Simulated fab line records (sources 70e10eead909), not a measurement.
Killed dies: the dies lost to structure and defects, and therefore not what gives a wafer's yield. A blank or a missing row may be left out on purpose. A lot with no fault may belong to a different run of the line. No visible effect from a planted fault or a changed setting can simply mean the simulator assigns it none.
fab line records	flow nand-harc	part 1 of 2: steps 1 to 22 of 35
record: lots: 5	wafers: 15	last-day: 30
route steps=1302 shown A_STAIRCASE@826
lots untouched by any fault: they come from a run of this same line in which no faults occurred
start-h: the number of hours between the record's first day and the start of the first shown wafer of the lot	wait-h: time in hours since the lot's previous step	" same as the row above	L1.1+2: several wafers, shown together as one row	- no value, or no start given	* or withheld: withheld	< > ~ a bound
route shown NAME@n: names a module that has steps shown in the file, with the first one's number in the route	usual: the fault-free wafers' mean and standard deviation	same: alike in all rows	chamber/n: place in a boat	sites: each site's reading	_std_site: the standard deviation of these	_edge_site: inner sites' mean taken away from outer sites' mean	radius-mm: for every site, how far away it sits from the centre of the wafer	mask NAME#n: copy n	behind: the last tool/chamber to shape the wafer	hold: why the lot was held/for how many hours/how that ended	device: whichever transistor did not switch (one of n, p or np)	end of line: tests run on the same wafers once the route is complete	where a step has no rows: the recipe by itself	killed: count of dies lost to structure and defects at first sort (not the wafer's yield)	map: a wafer's dies, x killed, . not, _ none there
set.NAME: the setting that was run; set.NAME@STEP: the one run at that earlier step	model.NAME: the simulator's own value behind a step, which no gauge read
lots seen at some steps along the route; tables by step, rows by wafer
services: when a tool's chamber went out of use (start-h, in hours from the record's first day, below 0 if earlier), for how many hours, and the reason
== steps ==
step: NHARC_A_STAIRCASE_PEB_308
recipe: peb-temp-c: 115	peb-time-s: 130
lot.wafer	tool	chamber	start-h	wait-h
L075.1+4+6	litho-track-05	0	400.18	0.1
L079.3+5+6	litho-track-05	0	429.19	0.0
L084.1+3+4	litho-track-03	0	485.63	0.1
L087.1+3+4	litho-track-03	0	515.41	0.1
L089.1+3+6	litho-track-03	0	528.84	0.1
step: NHARC_A_STAIRCASE_DEVELOP_309
recipe: time-s: 140
same: time-s: 140
lot.wafer	tool	chamber	start-h	wait-h
L075.1+4+6	litho-track-05	0	-	-
L079.3+5+6	litho-track-05	0	-	-
L084.1+3+4	litho-track-03	0	-	-
L087.1+3+4	litho-track-03	0	-	-
L089.1+3+6	litho-track-03	0	-	-
step: NHARC_A_STAIRCASE_HARDBAKE_311
recipe: temp-c: 120	time-s: 140
same: time-s: 140
lot.wafer	tool	chamber	start-h	wait-h
L075.1+4+6	litho-track-07	0	400.40	-
L079.3+5+6	litho-track-03	0	429.41	-
L084.1+3+4	litho-track-07	0	485.85	-
L087.1+3+4	litho-track-03	0	515.63	-
L089.1+3+6	litho-track-03	0	529.06	-
step: NHARC_A_STAIRCASE_DESCUM_312
recipe: time-s: 3	o2-flow-sccm: 200	ar-flow-sccm: 0	bias-power-w: 0	chemistry: O2
usual: drypump-motor-current-A: 5.8/0.51	oes-product-au: 1.000/0.0061	rf-vpp-V: 57.6/0.98	showerhead-plenum-p-Torr: 1.90/0.098	throttle-valve-pct: 11.311/0.0092
same: time-s: 3
lot.wafer	tool	chamber	start-h	wait-h	drypump-motor-current-A	oes-product-au	rf-hours-counter-h	rf-vpp-V	showerhead-plenum-p-Torr	throttle-valve-pct
L075.1	rie-diel-09	2	400.68	-	6.1	0.996	22	57.4	2.07	11.320
L075.4	"	0	"	"	6.0	0.986	24	57.6	1.79	11.297
L075.6	"	3	"	"	6.4	1.007	-	57.5	1.92	11.309
L079.3	rie-diel-06	0	429.51	-	5.2	1.000	35	56.6	1.81	11.318
L079.6	"	2	"	"	6.2	0.991	-	58.9	2.02	11.314
L079.5	"	3	"	"	5.7	1.009	-	58.3	1.80	11.315
L084.3	rie-diel-01	0	485.94	-	5.4	1.008	37	59.5	1.87	11.315
L084.1	"	1	"	"	5.5	1.010	32	59.0	1.91	11.300
L084.4	"	3	"	"	5.9	1.006	-	57.3	1.80	11.315
L087.3	rie-diel-09	2	515.72	-	6.2	0.987	1	57.8	2.06	11.316
L087.1	"	3	"	"	6.5	1.010	1	58.7	1.92	11.307
L087.4	"	1	"	"	4.7	1.011	1	58.4	1.92	11.311
L089.1	rie-diel-06	1	529.16	-	6.3	1.001	13	56.8	1.82	11.308
L089.3	"	2	"	"	6.1	0.995	14	60.1	2.01	11.311
L089.6	"	1	"	"	6.3	0.996	-	56.9	1.82	11.316
step: NHARC_A_STAIRCASE_ETCH_313
recipe: cf4-flow-sccm: 100	chf3-flow-sccm: 30	ar-flow-sccm: 0	rf-w: 500	bias-w: 200	chemistry: CF4/CHF3
usual: drypump-motor-current-A: 5.8/0.51	oes-product-au: 0.932/0.015	rf-fwd-power-W: 497.1/1.6	rf-vpp-V: 369.9/2.7	showerhead-plenum-p-Torr: 1.55/0.074	throttle-valve-pct: 16.803/0.0093
lot.wafer	tool	chamber	start-h	wait-h	drypump-motor-current-A	oes-product-au	rf-fwd-power-W	rf-hours-counter-h	rf-vpp-V	showerhead-plenum-p-Torr	throttle-valve-pct
L075.1	rie-diel-09	0	400.91	0.2	6.0	0.916	498.2	24	366.8	1.48	16.807
L075.4	"	2	"	"	6.1	0.930	495.6	22	372.8	1.69	16.810
L075.6	"	0	"	"	6.0	0.935	497.8	-	367.8	1.48	16.801
L079.3	rie-diel-06	3	429.58	0.1	5.7	0.935	497.2	34	368.2	1.49	16.806
L079.6	"	3	"	"	5.7	0.923	495.8	-	368.1	1.49	16.811
L079.5	"	0	"	"	5.2	0.977	496.6	-	367.0	1.49	16.804
L084.1	rie-diel-01	0	486.04	0.1	5.4	0.928	495.5	37	370.0	1.54	16.794
L084.3	"	1	"	"	5.4	0.931	496.8	32	370.8	1.57	16.807
L084.4	"	3	"	"	5.8	0.920	496.3	-	367.9	1.49	16.805
L087.4	rie-diel-09	0	515.81	0.1	6.0	0.969	499.4	1	368.6	1.47	16.803
L087.1	"	1	"	"	4.7	0.992	499.1	1	370.8	1.58	16.794
L087.3	"	3	"	"	6.5	0.965	498.1	1	372.0	1.58	16.801
L089.3	rie-diel-06	2	529.26	0.1	6.1	0.925	495.3	14	373.5	1.65	16.799
L089.1	"	3	"	"	5.6	0.937	495.1	14	367.7	1.48	16.809
L089.6	"	1	"	"	6.3	0.923	496.2	-	369.3	1.50	16.814
step: NHARC_A_STAIRCASE_HM_OPEN_463
recipe: o2-flow-sccm: 400	cos-flow-sccm: 20	ar-flow-sccm: 0	rf-w: 500	bias-w: 300	chemistry: O2/COS
usual: drypump-motor-current-A: 5.8/0.52	oes-product-au: 1.002/0.0073	rf-fwd-power-W: 499.1/1.5	rf-vpp-V: 466/3.4	showerhead-plenum-p-Torr: 3.08/0.15	throttle-valve-pct: 28.329/0.0082
lot.wafer	tool	chamber	start-h	wait-h	drypump-motor-current-A	oes-product-au	rf-fwd-power-W	rf-hours-counter-h	rf-vpp-V	showerhead-plenum-p-Torr	throttle-valve-pct
L075.4	rie-diel-09	3	-	-	6.4	0.997	499.1	22	467	3.14	28.344
L075.1	"	2	"	"	6.1	1.000	500.6	23	473	3.36	28.322
L075.6	"	3	"	"	6.5	0.987	499.5	-	467	3.14	28.331
L079.3	rie-diel-06	0	-	-	5.2	1.002	497.5	35	465	2.96	28.332
L079.6	"	3	"	"	5.6	1.006	498.4	-	464	2.95	28.327
L079.5	"	0	"	"	5.3	0.999	499.5	-	463	2.96	28.326
L084.1	rie-diel-01	3	-	-	5.9	1.010	498.2	31	463	2.95	28.327
L084.3	"	1	"	"	5.5	1.011	495.8	32	467	3.11	28.326
L084.4	"	3	"	"	5.9	1.014	497.3	-	463	2.95	28.322
L087.4	rie-diel-09	1	-	-	4.7	1.018	502.0	1	466	3.14	28.321
L087.1	"	2	"	"	6.1	1.008	498.3	1	472	3.35	28.325
L087.3	"	0	"	"	6.0	0.999	498.5	1	463	2.92	28.324
L089.3	rie-diel-06	3	-	-	5.7	1.009	497.8	15	463	2.93	28.333
L089.1	"	0	"	"	5.2	1.006	497.5	10	463	2.94	28.324
L089.6	"	3	"	"	5.7	1.006	498.3	-	463	2.93	28.316
step: NHARC_A_STAIRCASE_STRIP_464
recipe: o2-flow-sccm: 400	cos-flow-sccm: 20	ar-flow-sccm: 0	bias-w: 0	chemistry: O2/COS
lot.wafer	tool	chamber	start-h	wait-h
L075.1+4+6	rie-diel-09	3,1,3	-	-
L079.3+6+5	rie-diel-06	3,1,2	-	-
L084.3+1+4	rie-diel-01	0,3,0	-	-
L087.3+1+4	rie-diel-09	1,2,0	-	-
L089.1+3+6	rie-diel-06	0,3,0	-	-
step: NHARC_A_STAIRCASE_ETCH_453
recipe: target-depth-a: 300	overetch-a: 30	time-s: 16.5	ion-energy-ev: 100	cf4-flow-sccm: 80	o2-flow-sccm: 20	ar-flow-sccm: 0	rf-w: 300	bias-w: 100	chemistry: CF4/O2
usual: drypump-motor-current-A: 5.8/0.52	oes-product-au: 1.000/0.0071	rf-fwd-power-W: 294.0/1.4	rf-vpp-V: 197.5/1.6	showerhead-plenum-p-Torr: 1.32/0.068	throttle-valve-pct: 13.397/0.0081
same: time-s: 16.5
lot.wafer	tool	chamber	start-h	wait-h	drypump-motor-current-A	oes-product-au	rf-fwd-power-W	rf-hours-counter-h	rf-vpp-V	showerhead-plenum-p-Torr	throttle-valve-pct
L075.1	rie-diel-09	3	-	-	6.4	1.002	294.5	22	197.9	1.34	13.406
L075.4	"	1	"	"	4.7	1.001	297.1	26	198.1	1.35	13.399
L075.6	"	0	"	"	6.0	0.988	294.7	-	194.7	1.25	13.410
L079.3	rie-diel-06	3	-	-	5.7	0.996	292.8	34	195.8	1.26	13.401
L079.5	"	2	"	"	6.1	0.991	292.4	-	199.8	1.41	13.392
L079.6	"	3	"	"	5.7	1.008	293.2	-	196.2	1.26	13.378
L084.3	rie-diel-01	3	-	-	5.8	1.010	293.9	31	196.0	1.26	13.396
L084.1	"	1	"	"	5.5	1.004	294.5	32	198.8	1.33	13.392
L084.4	"	3	"	"	5.8	1.002	293.9	-	197.7	1.26	13.402
L087.3	rie-diel-09	1	-	-	4.7	1.003	295.9	1	198.9	1.34	13.400
L087.4	"	2	"	"	6.2	0.995	294.4	1	198.0	1.43	13.388
L087.1	"	3	"	"	6.4	0.994	293.9	1	196.5	1.34	13.380
L089.1	rie-diel-06	3	-	-	5.6	1.014	292.6	15	196.8	1.25	13.400
L089.3	"	0	"	"	5.2	1.005	291.8	10	195.8	1.26	13.400
L089.6	"	2	"	"	6.1	1.016	293.9	-	200.4	1.40	13.410
step: NHARC_A_STAIRCASE_ETCH_315
recipe: target-depth-a: 25000	time-s: 607.1	ion-energy-ev: 800	c4f8-flow-sccm: 80	o2-flow-sccm: 60	ar-flow-sccm: withheld	rf-w: 600	bias-w: 3000	chemistry: C4F8/O2/Ar
usual: oes-product-au: 0.933/0.0077	rf-fwd-power-W: 599.4/1.8	rf-vpp-V: 1824/12
same: time-s: 607.1
lot.wafer	tool	chamber	start-h	wait-h	oes-product-au	rf-fwd-power-W	rf-hours-counter-h	rf-vpp-V
L075.1	rie-diel-09	3	-	-	0.921	597.1	22	1829
L075.4	"	0	"	"	0.916	597.2	25	1811
L075.6	"	3	"	"	0.922	598.9	-	1829
L079.3	rie-diel-06	1	-	-	0.925	598.4	39	1815
L079.5	"	1	"	"	0.926	595.7	-	1814
L079.6	"	2	"	"	0.922	596.4	-	1841
L084.3	rie-diel-01	1	-	-	0.925	595.8	32	1825
L084.1	"	3	"	"	0.940	597.4	31	1813
L084.4	"	3	"	"	0.928	599.1	-	1813
L087.1	rie-diel-09	2	-	-	0.934	597.6	1	1845
L087.4	"	3	"	"	0.946	600.6	1	1827
L087.3	"	0	"	"	0.948	599.9	1	1811
L089.3	rie-diel-06	0	-	-	0.938	602.4	12	1812
L089.1	"	1	"	"	0.926	602.4	17	1815
L089.6	"	1	"	"	0.931	603.8	-	1815
step: NHARC_A_STAIRCASE_STRIP_316
recipe: o2-flow-sccm: 500	ar-flow-sccm: 0	bias-w: 0	chemistry: O2
usual: drypump-motor-current-A: 5.8/0.52	oes-product-au: 1.001/0.007	rf-vpp-V: 57.6/0.91	showerhead-plenum-p-Torr: 3.49/0.17	throttle-valve-pct: 17.037/0.0084
lot.wafer	tool	chamber	start-h	wait-h	drypump-motor-current-A	oes-product-au	rf-hours-counter-h	rf-vpp-V	showerhead-plenum-p-Torr	throttle-valve-pct
L075.1	rie-diel-09	3	-	-	6.5	0.998	23	58.5	3.55	17.028
L075.4	"	1	"	"	4.7	1.003	26	56.0	3.56	17.024
L075.6	"	3	"	"	6.4	1.013	-	57.1	3.55	17.049
L079.3	rie-diel-06	1	-	-	6.3	0.994	40	56.8	3.38	17.040
L079.5	"	3	"	"	5.7	1.011	-	56.7	3.34	17.040
L079.6	"	0	"	"	5.2	0.993	-	57.6	3.34	17.028
L084.3	rie-diel-01	0	-	-	5.4	1.003	37	58.2	3.45	17.043
L084.1	"	1	"	"	5.5	1.005	33	58.1	3.51	17.048
L084.4	"	3	"	"	5.9	1.008	-	56.3	3.34	17.034
L087.4	rie-diel-09	0	-	-	6.0	0.996	1	57.7	3.31	17.035
L087.3	"	1	"	"	4.7	1.006	1	59.0	3.55	17.029
L087.1	"	3	"	"	6.5	1.011	2	57.8	3.53	17.055
L089.1	rie-diel-06	0	-	-	5.3	0.999	12	57.7	3.33	17.040
L089.3	"	2	"	"	6.1	0.995	19	57.3	3.69	17.034
L089.6	"	1	"	"	6.3	0.998	-	58.9	3.36	17.034
step: NHARC_A_STAIRCASE_STRIP_317
recipe: time-s: 900	temp-c: 130	chemistry: SPM
same: time-s: 900
lot.wafer	tool	chamber	start-h	wait-h
L075.6+4+1	wet-bench-04	3,4,5	402.44	-
L079.6+3+5	wet-bench-04	3,4,5	430.93	-
L084.4+1+3	wet-bench-09	1,2,5	487.54	-
L087.3+4+1	wet-bench-04	2,5,6	517.11	-
L089.6+1+3	wet-bench-04	2,5,7	533.66	-
step: NHARC_A_STAIRCASE_PRECLEAN_318
recipe: time-s: *	temp-c: 50	bath-age-min: 0	chemistry: SC1
same: time-s: *
lot.wafer	tool	chamber	start-h	wait-h
L075.6+4+1	wet-bench-04	3,4,5	-	-
L079.6+3+5	wet-bench-04	3,4,5	-	-
L084.4+1+3	wet-bench-09	1,2,5	-	-
L087.3+4+1	wet-bench-04	2,5,6	-	-
L089.6+1+3	wet-bench-04	2,5,7	-	-
step: NHARC_A_STAIRCASE_SRD_329
lot.wafer	tool	chamber	start-h	wait-h
L075.6+4+1	wet-bench-04	3,4,5	-	-
L079.6+3+5	wet-bench-04	3,4,5	-	-
L084.4+1+3	wet-bench-09	1,2,5	-	-
L087.3+4+1	wet-bench-04	2,5,6	-	-
L089.6+1+3	wet-bench-04	2,5,7	-	-
step: NHARC_A_STAIRCASE_ALD_415
recipe: target-thk-a: 300	pulse-time-s: 6	ald-cycles: 300	temp-c: 300	material: SiO2
usual: heater-power-w: 438/42	precursor-pulse-height-rel: 0.997/0.022
lot.wafer	tool	chamber	start-h	wait-h	heater-power-w	precursor-pulse-height-rel
L075.1	ald-hk-02	3	403.44	0.6	412	1.005
L075.4	"	1	"	"	354	1.033
L075.6	"	0	"	"	481	1.033
L079.3	ald-hk-02	1	432.12	0.8	361	0.984
L079.5	"	2	"	"	380	1.007
L079.6	"	3	"	"	416	1.034
L084.1	ald-hk-03	2	488.05	0.1	427	0.974
L084.3	"	0	"	"	509	1.009
L084.4	"	1	"	"	445	0.991
L087.1	ald-hk-02	0	517.62	0.1	496	1.013
L087.4	"	1	"	"	373	1.000
L087.3	"	2	"	"	395	1.008
L089.1	ald-hk-01	0	534.19	0.1	405	1.009
L089.3	"	2	"	"	464	1.017
L089.6	"	0	"	"	418	0.995
step: NHARC_A_STAIRCASE_ETCHBACK_416
recipe: target-depth-a: 360	time-s: 7.2	c4f8-flow-sccm: withheld	o2-flow-sccm: 8	ar-flow-sccm: withheld	rf-w: 600	bias-w: 800	chemistry: C4F8/O2/Ar
usual: oes-product-au: 0.935/0.025	rf-fwd-power-W: 586.0/2.2	rf-vpp-V: 722/5
same: time-s: 7.2
lot.wafer	tool	chamber	start-h	wait-h	oes-product-au	rf-fwd-power-W	rf-hours-counter-h	rf-vpp-V
L075.4	rie-diel-06	1	-	-	0.923	583.2	34	719
L075.1	"	2	"	"	0.918	586.2	33	731
L075.6	"	3	"	"	0.932	582.9	-	717
L079.3	rie-diel-06	0	-	-	0.929	584.7	36	717
L079.6	"	0	"	"	0.928	587.0	-	718
L079.5	"	1	"	"	0.926	581.4	-	719
L084.4	rie-diel-09	2	-	-	0.927	588.3	48	731
L084.3	"	0	"	"	0.920	587.7	50	716
L084.1	"	1	"	"	0.938	586.3	54	723
L087.3	rie-diel-09	0	-	-	0.925	586.2	3	717
L087.4	"	1	"	"	0.931	593.4	3	724
L087.1	"	3	"	"	0.922	586.2	2	724
L089.3	rie-diel-01	1	-	-	0.938	583.4	50	722
L089.1	"	2	"	"	0.920	585.7	42	729
L089.6	"	0	"	"	0.922	582.4	-	722
step: NHARC_A_STAIRCASE_STRIP_476
recipe: time-s: 20	o2-flow-sccm: 500	ar-flow-sccm: 0	bias-w: 0	chemistry: O2
usual: drypump-motor-current-A: 5.8/0.5	oes-product-au: 1.002/0.0067	rf-vpp-V: 57.7/0.96	showerhead-plenum-p-Torr: 3.50/0.17	throttle-valve-pct: 17.037/0.0086
same: time-s: 20
lot.wafer	tool	chamber	start-h	wait-h	drypump-motor-current-A	oes-product-au	rf-hours-counter-h	rf-vpp-V	showerhead-plenum-p-Torr	throttle-valve-pct
L075.4	rie-diel-06	0	405.59	0.1	5.2	0.996	30	56.2	3.35	17.056
L075.1	"	2	"	"	6.1	0.994	33	59.1	3.72	17.033
L075.6	"	3	"	"	5.7	1.004	-	56.7	3.34	17.043
L079.3	rie-diel-06	2	433.59	0.1	6.2	1.000	39	57.6	3.72	17.051
L079.5	"	1	"	"	6.3	0.997	-	57.4	3.38	17.036
L079.6	"	2	"	"	6.2	1.000	-	59.7	3.72	17.047
L084.1	rie-diel-09	1	490.22	0.1	4.7	1.006	54	57.7	3.55	17.035
L084.4	"	2	"	"	6.1	0.998	48	58.5	3.78	17.030
L084.3	"	3	"	"	6.5	1.008	45	58.3	3.53	17.054
L087.3	rie-diel-09	2	519.78	0.1	6.2	0.995	2	57.8	3.78	17.032
L087.1	"	3	"	"	6.5	1.003	2	57.7	3.53	17.025
L087.4	"	0	"	"	6.0	0.995	3	55.5	3.31	17.039
L089.1	rie-diel-01	2	536.45	0.1	5.7	1.022	42	59.2	3.75	17.027
L089.3	"	3	"	"	5.9	1.006	51	58.1	3.33	17.049
L089.6	"	2	"	"	5.7	1.014	-	59.0	3.75	17.027
step: NHARC_A_STAIRCASE_DEP_417
recipe: target-thk-a: 600	step-coverage-pct: 20	temp-c: 400	target-thk-nm: 60	flow-sccm: 200	rf-w: 450	material: Si3N4
usual: heater-power-w: 737/100	rf-fwd-power-W: 449.2/1.3	showerhead-vpp-V: 1304/40
lot.wafer	tool	chamber	start-h	wait-h	heater-power-w	rf-fwd-power-W	showerhead-vpp-V
L075.1	pecvd-04	1	405.77	-	725	448.7	1348
L075.4	"	2	"	"	980	449.7	1245
L075.6	"	0	"	"	623	450.3	1317
L079.3	pecvd-04	1	433.85	-	689	450.6	1316
L079.6	"	1	"	"	674	452.4	1333
L079.5	"	2	"	"	893	447.0	1243
L084.3	pecvd-02	2	490.30	-	716	448.6	1344
L084.1	"	1	"	"	639	447.6	1278
L084.4	"	0	"	"	678	450.3	1282
L087.1	pecvd-02	1	519.92	-	602	449.2	1244
L087.3	"	2	"	"	731	450.1	1329
L087.4	"	0	"	"	691	450.6	1255
L089.1	pecvd-02	1	536.65	-	571	448.2	1287
L089.3	"	2	"	"	769	450.1	1343
L089.6	"	0	"	"	673	450.9	1276
step: NHARC_A_STAIRCASE_WET_418
recipe: temp-c: 160	target-depth-a: 200	chemistry: H3PO4
lot.wafer	tool	chamber	start-h	wait-h
L075.1+4+6	wet-h3po4-02	1	406.57	-
L079.3+5+6	wet-h3po4-01	1	435.85	1.9
L084.1+3+4	wet-h3po4-01	1	492.30	-
L087.1+3+4	wet-h3po4-02	1	521.87	-
L089.1+3+6	wet-h3po4-02	1	538.60	-
step: NHARC_A_STAIRCASE_PRECLEAN_419
recipe: time-s: *	temp-c: 50	bath-age-min: 0	chemistry: SC1
same: time-s: *
lot.wafer	tool	chamber	start-h	wait-h
L075.1+4+6	wet-bench-06	0,3,5	407.14	0.0
L079.3+5+6	wet-bench-06	7,1,3	436.42	0.0
L084.4+3+1	wet-bench-09	0,3,5	492.89	0.0
L087.1+3+4	wet-bench-09	5,6,2	522.45	0.0
L089.1+6+3	wet-bench-09	6,2,3	539.17	0.0
step: NHARC_A_STAIRCASE_SRD_421
lot.wafer	tool	chamber	start-h	wait-h
L075.1+4+6	wet-bench-06	0,3,5	-	-
L079.3+5+6	wet-bench-06	7,1,3	-	-
L084.4+3+1	wet-bench-09	0,3,5	-	-
L087.1+3+4	wet-bench-09	5,6,2	-	-
L089.1+6+3	wet-bench-09	6,2,3	-	-
step: NHARC_A_STAIRCASE_ALD_420
recipe: target-thk-a: 200	pulse-time-s: 6	ald-cycles: 200	temp-c: 300	material: SiO2
usual: heater-power-w: 445/43	precursor-pulse-height-rel: 0.999/0.021
lot.wafer	tool	chamber	start-h	wait-h	heater-power-w	precursor-pulse-height-rel
L075.4	ald-hk-03	1	407.44	-	459	1.012
L075.1	"	2	"	"	430	1.017
L075.6	"	0	"	"	516	1.003
L079.3	ald-hk-01	3	436.88	-	511	0.986
L079.6	"	1	"	"	450	1.003
L079.5	"	2	"	"	464	1.018
L084.3	ald-hk-01	0	493.03	-	421	1.010
L084.1	"	2	"	"	465	0.962
L084.4	"	3	"	"	504	1.008
L087.3	ald-hk-03	3	522.59	-	437	1.002
L087.4	"	0	"	"	504	0.997
L087.1	"	1	"	"	458	0.968
L089.1	ald-hk-01	1	539.31	-	445	0.998
L089.3	"	2	"	"	463	1.019
L089.6	"	2	"	"	458	1.043
step: NHARC_A_STAIRCASE_CVD_552
recipe: target-thk-a: 400	temp-c: 700	pressure-mtorr: 300	material: SiNx
usual: spike-tc-centre-C: 700.6/1.1	zone-power-centre-pct: 10.7/0.86
lot.wafer	tool	chamber	start-h	wait-h	spike-tc-centre-C	zone-power-centre-pct
L075.1	lpcvd-01	1	-	-	700.5	11.3
L075.4	"	1	"	"	699.2	11.4
L075.6	"	1	"	"	701.2	11.4
L079.3	lpcvd-02	1	-	-	700.1	9.4
L079.5	"	1	"	"	698.8	9.6
L079.6	"	1	"	"	700.5	9.5
L084.1	lpcvd-01	1	-	-	699.3	11.5
L084.3	"	1	"	"	699.5	11.3
L084.4	"	1	"	"	700.7	11.3
L087.1	lpcvd-02	0	-	-	701.0	11.7
L087.3	"	0	"	"	699.3	11.8
L087.4	"	0	"	"	703.1	11.9
L089.1	lpcvd-01	1	-	-	698.5	11.5
L089.3	"	1	"	"	698.8	11.5
L089.6	"	1	"	"	700.5	11.4
